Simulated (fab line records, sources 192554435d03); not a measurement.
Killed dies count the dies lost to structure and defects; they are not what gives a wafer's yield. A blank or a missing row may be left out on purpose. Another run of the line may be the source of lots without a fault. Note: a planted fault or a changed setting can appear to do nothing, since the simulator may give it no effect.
fab line records | flow n5-finfet | part 1 of 2: steps 1 to 18 of 28
record lots=5 | wafers=15 | last-day=21
route steps=1938 shown FIN_CUT@158 STI_FIN_REVEAL@183
lots with no fault: from the same line, run without faults
start-h: hours from the record's first day to the start of the lot's first wafer shown | wait-h: hours elapsed since this lot's preceding step | " the same as in the row above | L1.1+2: several wafers, shown together as one row | - no value, or no start was given | * or withheld: withheld | < > ~ a bound
route shown NAME@n: NAME is a module with steps in the file, n the number in the route of the first one | usual: mean/standard deviation taken from wafers without a fault | same: alike in all rows | chamber/n: place in a boat | sites: readings site by site | _std_site: their standard deviation | _edge_site: outer sites' mean less inner sites' | radius-mm: how far each site lies from the wafer's centre | mask NAME#n: copy n | behind: the most recent tool/chamber to have shaped the wafer | hold: why the lot was held/for how many hours/how that ended | device: the n, p or np transistor that did not switch | end of line: at the end of the route, the tests of the same wafers | step lacking rows: just its recipe | killed: dies lost to structure and defects at the first sort, not the wafer's yield | map: per-die view of a wafer (x killed, . not killed, _ where there is no die)
set.NAME: the setting that was run; set.NAME@STEP: the one run at that earlier step | model.NAME: the simulator's own value behind a step, which no gauge read
lots at some steps of the route; a table a step, a row a wafer
services: when a tool's chamber went out of use (start-h, in hours from the record's first day, below 0 if earlier), for how many hours, and the reason
## steps
# step N5_FIN_CUT_EBR_04
# recipe solvent=PGMEA | ebr-width-mm=1.5
lot.wafer  | tool           | chamber | start-h | wait-h
L075.1+5+6 | litho-track-03 | 0       | -       | -
L085.1+5+6 | litho-track-02 | 0       | -       | -
L088.1+3+4 | litho-track-01 | 0       | -       | -
L092.1+4+6 | litho-track-01 | 0       | -       | -
L097.1+2+3 | litho-track-01 | 0       | -       | -
# step N5_FIN_CUT_SOFTBAKE_03
# recipe temp-c=110 | time-s=60 | resist=CAR-EUV
# usual plate-temp-C=110.00/0.13
lot.wafer | tool           | chamber | start-h | wait-h | plate-temp-C
L075.1    | litho-track-03 | 0       | -       | -      | 109.95
L075.5    | "              | 0       | "       | "      | 109.94
L075.6    | "              | 0       | "       | "      | 109.95
L085.1    | litho-track-02 | 0       | -       | -      | 110.01
L085.5    | "              | 0       | "       | "      | 109.97
L085.6    | "              | 0       | "       | "      | 110.33
L088.1    | litho-track-01 | 0       | -       | -      | 110.00
L088.3    | "              | 0       | "       | "      | 109.94
L088.4    | "              | 0       | "       | "      | 110.02
L092.1    | litho-track-01 | 0       | -       | -      | 109.95
L092.4    | "              | 0       | "       | "      | 109.87
L092.6    | "              | 0       | "       | "      | 109.94
L097.1    | litho-track-01 | 0       | -       | -      | 109.95
L097.2    | "              | 0       | "       | "      | 110.08
L097.3    | "              | 0       | "       | "      | 109.86
# step N5_FIN_CUT_EXPOSE_05
# recipe mask-id=FIN_CUT | na=0.33 | source-shape=annular | sigma-inner=0.35 | sigma-outer=0.8 | polarization=unpolarized | dose-mj=45.75
lot.wafer  | tool           | chamber | start-h | wait-h | mask
L075.1+5+6 | euv-scanner-01 | 0       | 33.33   | -      | FIN_CUT#0
L085.1+5+6 | euv-scanner-01 | 0       | 94.85   | -      | FIN_CUT#0
L088.1+3+4 | euv-scanner-01 | 0       | 109.76  | -      | FIN_CUT#0
L092.1+4+6 | euv-scanner-02 | 0       | 134.99  | -      | FIN_CUT#0
L097.1+2+3 | euv-scanner-02 | 0       | 164.94  | -      | FIN_CUT#0
# step N5_FIN_CUT_PEB_06
# recipe peb-temp-c=100 | peb-time-s=60 | resist=CAR-EUV
# usual plate-temp-C=99.99/0.14
lot.wafer | tool           | chamber | start-h | wait-h | plate-temp-C
L075.1    | litho-track-02 | 0       | 33.40   | 0.1    | 99.83
L075.5    | "              | 0       | "       | "      | 99.83
L075.6    | "              | 0       | "       | "      | 99.91
L085.1    | litho-track-02 | 0       | 94.91   | 0.1    | 100.13
L085.5    | "              | 0       | "       | "      | 99.90
L085.6    | "              | 0       | "       | "      | 100.28
L088.1    | litho-track-01 | 0       | 109.82  | 0.1    | 99.99
L088.3    | "              | 0       | "       | "      | 99.90
L088.4    | "              | 0       | "       | "      | 99.91
L092.1    | litho-track-03 | 0       | 135.05  | 0.1    | 100.07
L092.4    | "              | 0       | "       | "      | 99.94
L092.6    | "              | 0       | "       | "      | 100.14
L097.1    | litho-track-03 | 0       | 165.01  | 0.1    | 100.07
L097.2    | "              | 0       | "       | "      | 100.05
L097.3    | "              | 0       | "       | "      | 100.17
# step N5_FIN_CUT_DEVELOP_07
# recipe develop-time-s=30 | developer=TMAH | resist=CAR-EUV | rinse-liquid=surfactant-rinse | dry=air-spin | dev-temp-c=23
lot.wafer  | tool           | chamber | start-h | wait-h
L075.1+5+6 | litho-track-02 | 0       | -       | -
L085.1+5+6 | litho-track-02 | 0       | -       | -
L088.1+3+4 | litho-track-01 | 0       | -       | -
L092.1+4+6 | litho-track-03 | 0       | -       | -
L097.1+2+3 | litho-track-03 | 0       | -       | -
# step N5_FIN_CUT_CD_MEAS_08
# recipe target-cd-nm=29.1 | landing-energy-ev=500 | detector=se-inlens | polarity=opening
# usual cd-nm=29.03/0.23
lot.wafer | tool      | chamber | start-h | wait-h | cd-nm
L075.1    | cd-sem-01 | 0       | 33.46   | -      | 28.93
L075.5    | "         | 0       | "       | "      | 28.93
L075.6    | "         | 0       | "       | "      | 28.58
L085.1    | cd-sem-02 | 0       | 94.98   | -      | 28.90
L085.5    | "         | 0       | "       | "      | 28.92
L085.6    | "         | 0       | "       | "      | 29.04
L088.1    | cd-sem-02 | 0       | 109.89  | -      | 29.26
L088.3    | "         | 0       | "       | "      | 29.01
L088.4    | "         | 0       | "       | "      | 29.45
L092.1    | cd-sem-01 | 0       | 135.12  | -      | 28.99
L092.4    | "         | 0       | "       | "      | 28.85
L092.6    | "         | 0       | "       | "      | 28.89
L097.1    | cd-sem-03 | 0       | 165.08  | -      | 28.58
L097.2    | "         | 0       | "       | "      | 29.00
L097.3    | "         | 0       | "       | "      | 29.09
# step N5_FIN_CUT_OVL_MEAS_09
# recipe points-per-wafer=522
# usual FIN_CUT_OVL=0.6/0.57
lot.wafer | tool       | chamber | start-h | wait-h | FIN_CUT_OVL[nm]
L075.1    | overlay-01 | 0       | 33.50   | 0.0    | 0.1
L075.5    | "          | 0       | "       | "      | 0.0
L075.6    | "          | 0       | "       | "      | 1.6
L085.1    | overlay-02 | 0       | 95.01   | 0.0    | 0.5
L085.5    | "          | 0       | "       | "      | 0.4
L085.6    | "          | 0       | "       | "      | 0.3
L088.1    | overlay-02 | 0       | 109.93  | 0.0    | 0.2
L088.3    | "          | 0       | "       | "      | 0.6
L088.4    | "          | 0       | "       | "      | 0.4
L092.1    | overlay-01 | 0       | 135.15  | 0.0    | 0.2
L092.4    | "          | 0       | "       | "      | 1.2
L092.6    | "          | 0       | "       | "      | 0.9
L097.1    | overlay-02 | 0       | 165.11  | 0.0    | -0.6
L097.2    | "          | 0       | "       | "      | 0.9
L097.3    | "          | 0       | "       | "      | 0.8
# step N5_FIN_CUT_INSPECT_10
# recipe mode=adi | inspect-instrument=brightfield
# usual raw-defect-count=43/14
lot.wafer | tool              | chamber | start-h | wait-h | raw-defect-count
L075.1    | defect-inspect-02 | -       | 33.55   | 0.1    | 33
L075.5    | "                 | -       | "       | "      | 41
L075.6    | "                 | -       | "       | "      | 32
L085.1    | defect-inspect-02 | -       | 95.07   | 0.1    | 69
L085.5    | "                 | -       | "       | "      | 81
L085.6    | "                 | -       | "       | "      | 80
L088.1    | defect-inspect-01 | -       | 109.99  | 0.1    | 49
L088.3    | "                 | -       | "       | "      | 27
L088.4    | "                 | -       | "       | "      | 49
L092.1    | defect-inspect-01 | -       | 135.21  | 0.1    | 69
L092.4    | "                 | -       | "       | "      | 63
L092.6    | "                 | -       | "       | "      | 59
L097.1    | defect-inspect-01 | -       | 165.17  | 0.1    | 23
L097.2    | "                 | -       | "       | "      | 40
L097.3    | "                 | -       | "       | "      | 54
# step N5_FIN_CUT_DESCUM_13
# recipe chemistry=O2 | time-s=7 | source-power-w=50 | bias-power-w=20 | pressure-mtorr=20 | rf-frequency-hz=2.712e+07 | temp-c=40 | resist=CAR-EUV | o2-flow-sccm=225
# usual bias-power-w=20.00/0.06 | drypump-motor-current-A=5.6/0.47 | oes-product-au=0.77/0.064 | rf-vpp-V=243.5/1.5 | showerhead-plenum-p-Torr=2.11/0.085 | throttle-valve-pct=20.45/0.23
lot.wafer | tool        | chamber | start-h | wait-h | bias-power-w | drypump-motor-current-A | oes-product-au | rf-hours-counter-h | rf-vpp-V | showerhead-plenum-p-Torr | throttle-valve-pct
L075.1    | rie-diel-05 | 1       | 33.59   | 0.0    | 20.10        | 5.6                     | 0.74           | 167                | 244.2    | 2.14                     | 20.30
L075.5    | "           | 2       | "       | "      | 19.89        | 6.1                     | 0.82           | -                  | 243.1    | 2.20                     | 20.24
L075.6    | "           | 3       | "       | "      | 19.99        | 5.7                     | 0.75           | -                  | 241.8    | 2.00                     | 20.18
L085.1    | rie-diel-06 | 1       | 95.20   | 0.1    | 20.00        | 5.5                     | 0.84           | 52                 | 245.0    | 2.22                     | 20.16
L085.5    | "           | 1       | "       | "      | 19.91        | 5.6                     | 0.85           | -                  | 246.3    | 2.22                     | 20.15
L085.6    | "           | 2       | "       | "      | 20.08        | 5.5                     | 0.73           | -                  | 242.8    | 2.07                     | 20.29
L088.1    | rie-diel-06 | 3       | 110.02  | 0.0    | 20.05        | 6.1                     | 0.67           | 242                | 245.0    | 2.14                     | 20.66
L088.3    | "           | 2       | "       | "      | 20.07        | 5.5                     | 0.73           | 194                | 244.7    | 2.07                     | 20.30
L088.4    | "           | 1       | "       | "      | 19.98        | 5.5                     | 0.85           | 55                 | 244.8    | 2.22                     | 20.16
L092.1    | rie-diel-05 | 2       | 135.70  | 0.5    | 20.01        | 6.1                     | 0.80           | 107                | 245.7    | 2.20                     | 20.25
L092.4    | "           | 0       | "       | "      | 19.99        | 5.0                     | 0.73           | 154                | 242.7    | 2.01                     | 20.61
L092.6    | "           | 0       | "       | "      | 19.99        | 5.0                     | 0.72           | -                  | 240.8    | 2.01                     | 20.61
L097.1    | rie-diel-06 | 1       | 165.20  | 0.0    | 20.08        | 5.5                     | 0.81           | 69                 | 244.0    | 2.22                     | 20.20
L097.2    | "           | 2       | "       | "      | 20.06        | 5.5                     | 0.72           | 208                | 242.4    | 2.06                     | 20.32
L097.3    | "           | 0       | "       | "      | 20.00        | 5.8                     | 0.78           | 119                | 243.0    | 2.07                     | 20.37
# step N5_FIN_CUT_ETCH_30
# recipe chemistry=N2/H2 | target=underlayer | target-depth-a=130 | mask-material=CAR-EUV | time-s=10.4 | ion-energy-ev=200 | pressure-mtorr=30 | source-w=840 | bias-w=150 | n2-flow-sccm=200 | h2-flow-sccm=200 | ends=cleared
# usual drypump-motor-current-A=5.6/0.47 | etch-rf-on-time-s=10.5/0.33 | oes-product-au=0.66/0.048 | rf-vpp-V=524.4/2.9 | showerhead-plenum-p-Torr=2.57/0.1 | throttle-valve-pct=17.94/0.3
lot.wafer | tool        | chamber | start-h | wait-h | drypump-motor-current-A | etch-rf-on-time-s | oes-product-au | rf-hours-counter-h | rf-vpp-V | showerhead-plenum-p-Torr | throttle-valve-pct
L075.1    | rie-diel-05 | 1       | 33.62   | 0.0    | 5.6                     | 10.7              | 0.63           | 167                | 526.5    | 2.66                     | 18.05
L075.5    | "           | 2       | "       | "      | 6.1                     | 10.1              | 0.70           | -                  | 527.9    | 2.71                     | 17.95
L075.6    | "           | 3       | "       | "      | 5.7                     | 10.2              | 0.66           | -                  | 521.1    | 2.45                     | 17.75
L085.1    | rie-diel-06 | 1       | 95.24   | 0.0    | 5.6                     | 10.4              | 0.73           | 52                 | 528.7    | 2.67                     | 17.36
L085.5    | "           | 1       | "       | "      | 5.6                     | 10.5              | 0.73           | -                  | 528.9    | 2.67                     | 17.34
L085.6    | "           | 2       | "       | "      | 5.6                     | 10.3              | 0.64           | -                  | 522.3    | 2.51                     | 17.74
L088.1    | rie-diel-06 | 3       | 110.06  | 0.0    | 6.1                     | 9.9               | 0.60           | 242                | 524.7    | 2.60                     | 18.12
L088.3    | "           | 2       | "       | "      | 5.6                     | 10.4              | 0.63           | 194                | 522.2    | 2.51                     | 17.76
L088.4    | "           | 1       | "       | "      | 5.6                     | 10.5              | 0.73           | 55                 | 526.0    | 2.67                     | 17.35
L092.1    | rie-diel-05 | 2       | 135.73  | 0.0    | 6.1                     | 10.1              | 0.69           | 107                | 528.5    | 2.70                     | 18.00
L092.4    | "           | 0       | "       | "      | 5.0                     | 10.5              | 0.62           | 154                | 523.2    | 2.43                     | 17.90
L092.6    | "           | 0       | "       | "      | 5.0                     | 10.4              | 0.64           | -                  | 521.4    | 2.43                     | 17.91
L097.1    | rie-diel-06 | 1       | 165.23  | 0.0    | 5.5                     | 10.5              | 0.71           | 69                 | 528.2    | 2.66                     | 17.38
L097.2    | "           | 2       | "       | "      | 5.5                     | 10.4              | 0.62           | 208                | 522.2    | 2.50                     | 17.78
L097.3    | "           | 0       | "       | "      | 5.8                     | 10.6              | 0.67           | 119                | 524.6    | 2.57                     | 18.14
# step N5_FIN_CUT_ETCH_20
# recipe chemistry=CF4 | target=SiARC | target-depth-a=260 | mask-material=CAR-EUV | time-s=43.3 | ion-energy-ev=80 | pressure-mtorr=40 | source-w=545 | bias-w=36 | Ar_flow_sccm=100 | cf4-flow-sccm=100 | ends=cleared
# usual drypump-motor-current-A=5.6/0.47 | etch-rf-on-time-s=43.7/1.3 | oes-product-au=0.66/0.048 | rf-vpp-V=184.3/1.3 | showerhead-plenum-p-Torr=2.16/0.081 | throttle-valve-pct=15.66/0.21
lot.wafer | tool        | chamber | start-h | wait-h | drypump-motor-current-A | etch-rf-on-time-s | oes-product-au | rf-hours-counter-h | rf-vpp-V | showerhead-plenum-p-Torr | throttle-valve-pct
L075.1    | rie-diel-05 | 1       | 33.64   | 0.0    | 5.5                     | 44.2              | 0.63           | 167                | 184.3    | 2.22                     | 15.74
L075.5    | "           | 2       | "       | "      | 6.2                     | 42.3              | 0.70           | -                  | 185.3    | 2.26                     | 15.47
L075.6    | "           | 3       | "       | "      | 5.7                     | 42.7              | 0.67           | -                  | 182.7    | 2.06                     | 15.45
L085.1    | rie-diel-06 | 1       | 95.26   | 0.0    | 5.6                     | 43.6              | 0.73           | 52                 | 185.4    | 2.25                     | 15.22
L085.5    | "           | 1       | "       | "      | 5.6                     | 43.3              | 0.73           | -                  | 186.7    | 2.25                     | 15.20
L085.6    | "           | 2       | "       | "      | 5.5                     | 43.0              | 0.63           | -                  | 183.5    | 2.15                     | 15.62
L088.1    | rie-diel-06 | 3       | 110.08  | 0.0    | 6.0                     | 41.5              | 0.60           | 242                | 184.8    | 2.19                     | 15.89
L088.3    | "           | 2       | "       | "      | 5.6                     | 43.9              | 0.63           | 194                | 183.8    | 2.15                     | 15.63
L088.4    | "           | 1       | "       | "      | 5.5                     | 43.3              | 0.73           | 55                 | 185.4    | 2.25                     | 15.21
L092.1    | rie-diel-05 | 2       | 135.75  | 0.0    | 6.1                     | 42.3              | 0.69           | 107                | 186.6    | 2.26                     | 15.51
L092.4    | "           | 0       | "       | "      | 5.0                     | 45.1              | 0.62           | 154                | 183.1    | 2.06                     | 15.71
L092.6    | "           | 0       | "       | "      | 5.0                     | 45.0              | 0.62           | -                  | 182.3    | 2.06                     | 15.70
L097.1    | rie-diel-06 | 1       | 165.25  | 0.0    | 5.5                     | 43.8              | 0.71           | 69                 | 184.5    | 2.24                     | 15.24
L097.2    | "           | 2       | "       | "      | 5.5                     | 44.1              | 0.61           | 208                | 183.6    | 2.14                     | 15.65
L097.3    | "           | 0       | "       | "      | 5.8                     | 44.7              | 0.66           | 119                | 183.5    | 2.15                     | 15.76
# step N5_FIN_CUT_ETCH_21
# recipe chemistry=N2/H2 | target=SOC | target-depth-a=2190 | overetch-a=438 | mask-material=SiARC | temp-c=40 | ion-energy-ev=100 | bias-w=61 | time-s=523.5 | pressure-mtorr=30 | source-w=850 | n2-flow-sccm=200 | h2-flow-sccm=200
# usual drypump-motor-current-A=5.6/0.47 | oes-product-au=0.71/0.056 | rf-vpp-V=241.1/1.6 | showerhead-plenum-p-Torr=2.57/0.1 | throttle-valve-pct=17.90/0.3
lot.wafer | tool        | chamber | start-h | wait-h | drypump-motor-current-A | oes-product-au | rf-hours-counter-h | rf-vpp-V | showerhead-plenum-p-Torr | throttle-valve-pct
L075.1    | rie-diel-05 | 1       | 33.68   | 0.0    | 5.6                     | 0.69           | 167                | 243.2    | 2.66                     | 18.00
L075.5    | "           | 2       | "       | "      | 6.1                     | 0.75           | -                  | 242.1    | 2.70                     | 17.92
L075.6    | "           | 3       | "       | "      | 5.8                     | 0.70           | -                  | 239.4    | 2.45                     | 17.69
L085.1    | rie-diel-06 | 1       | 95.30   | 0.0    | 5.6                     | 0.79           | 52                 | 244.8    | 2.67                     | 17.30
L085.5    | "           | 1       | "       | "      | 5.6                     | 0.79           | -                  | 242.8    | 2.67                     | 17.29
L085.6    | "           | 2       | "       | "      | 5.6                     | 0.68           | -                  | 240.9    | 2.51                     | 17.70
L088.1    | rie-diel-06 | 3       | 110.12  | 0.0    | 6.0                     | 0.63           | 242                | 241.9    | 2.60                     | 18.06
L088.3    | "           | 2       | "       | "      | 5.6                     | 0.69           | 194                | 241.3    | 2.51                     | 17.71
L088.4    | "           | 1       | "       | "      | 5.6                     | 0.79           | 55                 | 242.7    | 2.67                     | 17.31
L092.1    | rie-diel-05 | 2       | 135.79  | 0.0    | 6.1                     | 0.73           | 107                | 241.5    | 2.70                     | 17.94
L092.4    | "           | 0       | "       | "      | 5.0                     | 0.68           | 154                | 239.1    | 2.43                     | 17.84
L092.6    | "           | 0       | "       | "      | 5.0                     | 0.68           | -                  | 239.9    | 2.43                     | 17.85
L097.1    | rie-diel-06 | 1       | 165.29  | 0.0    | 5.5                     | 0.77           | 69                 | 242.9    | 2.66                     | 17.34
L097.2    | "           | 2       | "       | "      | 5.5                     | 0.67           | 209                | 241.6    | 2.50                     | 17.74
L097.3    | "           | 0       | "       | "      | 5.8                     | 0.72           | 120                | 240.7    | 2.57                     | 18.09
# step N5_FIN_CUT_STRIP_23
# recipe chemistry=N2/H2 | temp-c=40 | n2-flow-sccm=200 | h2-flow-sccm=200 | rf-frequency-hz=6e+07
lot.wafer  | tool        | chamber | start-h | wait-h
L075.1+5+6 | rie-diel-05 | 1,2,3   | 33.98   | 0.2
L085.1+5+6 | rie-diel-06 | 1,1,2   | 95.60   | 0.2
L088.1+3+4 | rie-diel-06 | 3,2,1   | 110.42  | 0.2
L092.1+4+6 | rie-diel-05 | 2,0,0   | 136.10  | 0.2
L097.1+2+3 | rie-diel-06 | 1,2,0   | 165.60  | 0.2
# step N5_FIN_CUT_STRIP_31
# recipe chemistry=N2/H2 | temp-c=40 | n2-flow-sccm=200 | h2-flow-sccm=200 | rf-frequency-hz=6e+07
lot.wafer  | tool        | chamber | start-h | wait-h
L075.1+5+6 | rie-diel-05 | 1,2,3   | 33.99   | 0.0
L085.1+5+6 | rie-diel-06 | 1,1,2   | 95.61   | 0.0
L088.1+3+4 | rie-diel-06 | 3,2,1   | 110.43  | 0.0
L092.1+4+6 | rie-diel-05 | 2,0,0   | 136.11  | 0.0
L097.1+2+3 | rie-diel-06 | 1,2,0   | 165.61  | 0.0
# step N5_FIN_CUT_STRIP_24
# recipe chemistry=CF4 | resist=SiARC | power-w=300 | bias-power-w=75 | pressure-mtorr=50 | cf4-flow-sccm=150 | rf-frequency-hz=6e+07
# usual bias-power-w=75.01/0.22 | drypump-motor-current-A=5.6/0.47 | oes-product-au=0.77/0.06 | power-w=300.0/0.94 | rf-vpp-V=271.6/1.7 | showerhead-plenum-p-Torr=1.81/0.067 | throttle-valve-pct=13.64/0.21
lot.wafer | tool        | chamber | start-h | wait-h | bias-power-w | drypump-motor-current-A | oes-product-au | power-w | rf-hours-counter-h | rf-vpp-V | showerhead-plenum-p-Torr | throttle-valve-pct
L075.1    | rie-diel-05 | 1       | 34.00   | 0.0    | 75.13        | 5.6                     | 0.74           | 300.1   | 167                | 272.7    | 1.86                     | 13.70
L075.5    | "           | 2       | "       | "      | 74.95        | 6.1                     | 0.80           | 301.0   | -                  | 273.6    | 1.89                     | 13.42
L075.6    | "           | 3       | "       | "      | 74.81        | 5.7                     | 0.76           | 301.5   | -                  | 270.2    | 1.72                     | 13.45
L085.1    | rie-diel-06 | 1       | 95.62   | 0.0    | 74.87        | 5.5                     | 0.85           | 299.8   | 52                 | 272.3    | 1.89                     | 13.24
L085.5    | "           | 1       | "       | "      | 74.90        | 5.5                     | 0.86           | 299.2   | -                  | 275.2    | 1.89                     | 13.21
L085.6    | "           | 2       | "       | "      | 74.80        | 5.5                     | 0.73           | 299.0   | -                  | 272.7    | 1.80                     | 13.58
L088.1    | rie-diel-06 | 3       | 110.44  | 0.0    | 75.27        | 6.0                     | 0.68           | 300.5   | 242                | 271.5    | 1.82                     | 13.83
L088.3    | "           | 2       | "       | "      | 75.08        | 5.6                     | 0.73           | 300.2   | 194                | 271.0    | 1.80                     | 13.59
L088.4    | "           | 1       | "       | "      | 75.13        | 5.5                     | 0.85           | 299.8   | 55                 | 272.2    | 1.89                     | 13.22
L092.1    | rie-diel-05 | 2       | 136.12  | 0.0    | 74.78        | 6.1                     | 0.79           | 299.1   | 107                | 272.4    | 1.89                     | 13.46
L092.4    | "           | 0       | "       | "      | 75.01        | 5.0                     | 0.74           | 298.8   | 154                | 268.9    | 1.74                     | 13.74
L092.6    | "           | 0       | "       | "      | 75.21        | 5.0                     | 0.74           | 298.2   | -                  | 268.8    | 1.74                     | 13.73
L097.1    | rie-diel-06 | 1       | 165.62  | 0.0    | 74.95        | 5.6                     | 0.82           | 301.0   | 70                 | 274.0    | 1.89                     | 13.27
L097.2    | "           | 2       | "       | "      | 75.05        | 5.5                     | 0.72           | 300.9   | 209                | 269.9    | 1.79                     | 13.63
L097.3    | "           | 0       | "       | "      | 74.96        | 5.8                     | 0.78           | 299.3   | 120                | 271.2    | 1.80                     | 13.72
# step N5_FIN_CUT_CUT_ETCH_26
# recipe chemistry=CH3F/O2 | target=SiNx | target-depth-a=390 | mask-material=SOC | time-s=55.7 | pressure-mtorr=30 | source-w=395 | bias-w=73 | Ar_flow_sccm=150 | CH3F_flow_sccm=30 | O2_flow_sccm=20 | ion-energy-ev=120
# usual drypump-motor-current-A=5.6/0.47 | oes-product-au=0.77/0.059 | rf-vpp-V=302/8.3 | showerhead-plenum-p-Torr=2.02/0.08 | throttle-valve-pct=16.40/0.23
lot.wafer | tool        | chamber | start-h | wait-h | drypump-motor-current-A | oes-product-au | rf-hours-counter-h | rf-vpp-V | showerhead-plenum-p-Torr | throttle-valve-pct
L075.1    | rie-diel-05 | 1       | 34.02   | 0.0    | 5.5                     | 0.74           | 167                | 290      | 2.08                     | 16.51
L075.5    | "           | 2       | "       | "      | 6.1                     | 0.82           | -                  | 293      | 2.12                     | 16.24
L075.6    | "           | 3       | "       | "      | 5.7                     | 0.77           | -                  | 299      | 1.92                     | 16.22
L085.1    | rie-diel-06 | 1       | 95.64   | 0.0    | 5.5                     | 0.86           | 52                 | 303      | 2.09                     | 15.93
L085.5    | "           | 1       | "       | "      | 5.5                     | 0.85           | -                  | 303      | 2.09                     | 15.91
L085.6    | "           | 2       | "       | "      | 5.6                     | 0.74           | -                  | 293      | 2.00                     | 16.37
L088.1    | rie-diel-06 | 3       | 110.46  | 0.0    | 6.0                     | 0.69           | 242                | 305      | 2.06                     | 16.71
L088.3    | "           | 2       | "       | "      | 5.5                     | 0.73           | 194                | 292      | 2.00                     | 16.37
L088.4    | "           | 1       | "       | "      | 5.5                     | 0.85           | 55                 | 301      | 2.09                     | 15.91
L092.1    | rie-diel-05 | 2       | 136.14  | 0.0    | 6.1                     | 0.81           | 107                | 295      | 2.11                     | 16.27
L092.4    | "           | 0       | "       | "      | 5.0                     | 0.73           | 154                | 308      | 1.91                     | 16.43
L092.6    | "           | 0       | "       | "      | 5.0                     | 0.74           | -                  | 309      | 1.91                     | 16.44
L097.1    | rie-diel-06 | 1       | 165.64  | 0.0    | 5.6                     | 0.83           | 70                 | 301      | 2.09                     | 15.95
L097.2    | "           | 2       | "       | "      | 5.5                     | 0.72           | 209                | 293      | 1.99                     | 16.40
L097.3    | "           | 0       | "       | "      | 5.8                     | 0.78           | 120                | 304      | 2.01                     | 16.53
# step N5_FIN_CUT_CUT_ETCH_27
# recipe chemistry=CHF3/O2 | target=SiO2 | target-depth-a=40 | mask-material=SOC | overetch-a=20 | time-s=4.9 | pressure-mtorr=30 | source-w=650 | bias-w=170 | Ar_flow_sccm=200 | CHF3_flow_sccm=50 | O2_flow_sccm=5 | ion-energy-ev=200
# usual drypump-motor-current-A=5.6/0.47 | oes-product-au=0.61/0.048 | rf-vpp-V=532/15 | showerhead-plenum-p-Torr=2.43/0.093 | throttle-valve-pct=18.86/0.23
lot.wafer | tool        | chamber | start-h | wait-h | drypump-motor-current-A | oes-product-au | rf-hours-counter-h | rf-vpp-V | showerhead-plenum-p-Torr | throttle-valve-pct
L075.1    | rie-diel-05 | 1       | 34.07   | 0.0    | 5.6                     | 0.60           | 167                | 508      | 2.51                     | 19.01
L075.5    | "           | 2       | "       | "      | 6.1                     | 0.64           | -                  | 516      | 2.55                     | 18.70
L075.6    | "           | 3       | "       | "      | 5.7                     | 0.61           | -                  | 527      | 2.32                     | 18.70
L085.1    | rie-diel-06 | 1       | 95.69   | 0.0    | 5.5                     | 0.68           | 52                 | 530      | 2.52                     | 18.34
L085.5    | "           | 1       | "       | "      | 5.5                     | 0.69           | -                  | 531      | 2.52                     | 18.37
L085.6    | "           | 2       | "       | "      | 5.5                     | 0.58           | -                  | 516      | 2.41                     | 18.81
L088.1    | rie-diel-06 | 3       | 110.51  | 0.0    | 6.1                     | 0.54           | 242                | 538      | 2.48                     | 19.17
L088.3    | "           | 2       | "       | "      | 5.6                     | 0.58           | 194                | 515      | 2.41                     | 18.83
L088.4    | "           | 1       | "       | "      | 5.6                     | 0.68           | 55                 | 532      | 2.52                     | 18.36
L092.1    | rie-diel-05 | 2       | 136.18  | 0.0    | 6.1                     | 0.63           | 107                | 517      | 2.54                     | 18.73
L092.4    | "           | 0       | "       | "      | 5.0                     | 0.59           | 154                | 546      | 2.31                     | 18.91
L092.6    | "           | 0       | "       | "      | 4.9                     | 0.59           | -                  | 543      | 2.31                     | 18.92
L097.1    | rie-diel-06 | 1       | 165.68  | 0.0    | 5.6                     | 0.66           | 70                 | 530      | 2.51                     | 18.39
L097.2    | "           | 2       | "       | "      | 5.6                     | 0.58           | 209                | 515      | 2.40                     | 18.83
L097.3    | "           | 0       | "       | "      | 5.8                     | 0.62           | 120                | 537      | 2.42                     | 19.00
# step N5_FIN_CUT_PRECLEAN_35
# recipe time-s=13.3 | temp-c=45 | pressure-torr=125 | p-hf-torr=3 | p-coreactant-torr=25 | chemistry=vHF
# usual drypump-motor-current-A=5.6/0.64
lot.wafer | tool          | chamber | start-h | wait-h | drypump-motor-current-A
L075.1    | vapor-etch-02 | 1       | 34.14   | 0.0    | 5.0
L075.5    | "             | 0       | "       | "      | 6.0
L075.6    | "             | 1       | "       | "      | 5.0
L085.1    | vapor-etch-01 | 0       | 95.75   | 0.0    | 4.9
L085.5    | "             | 0       | "       | "      | 4.8
L085.6    | "             | 1       | "       | "      | 6.4
L088.1    | vapor-etch-01 | 0       | 110.58  | 0.1    | 4.9
L088.3    | "             | 0       | "       | "      | 4.9
L088.4    | "             | 1       | "       | "      | 6.4
L092.1    | vapor-etch-01 | 0       | 136.25  | 0.0    | 4.9
L092.4    | "             | 0       | "       | "      | 4.9
L092.6    | "             | 1       | "       | "      | 6.5
L097.1    | vapor-etch-01 | 1       | 165.75  | 0.0    | 6.4
L097.2    | "             | 0       | "       | "      | 4.9
L097.3    | "             | 0       | "       | "      | 4.9
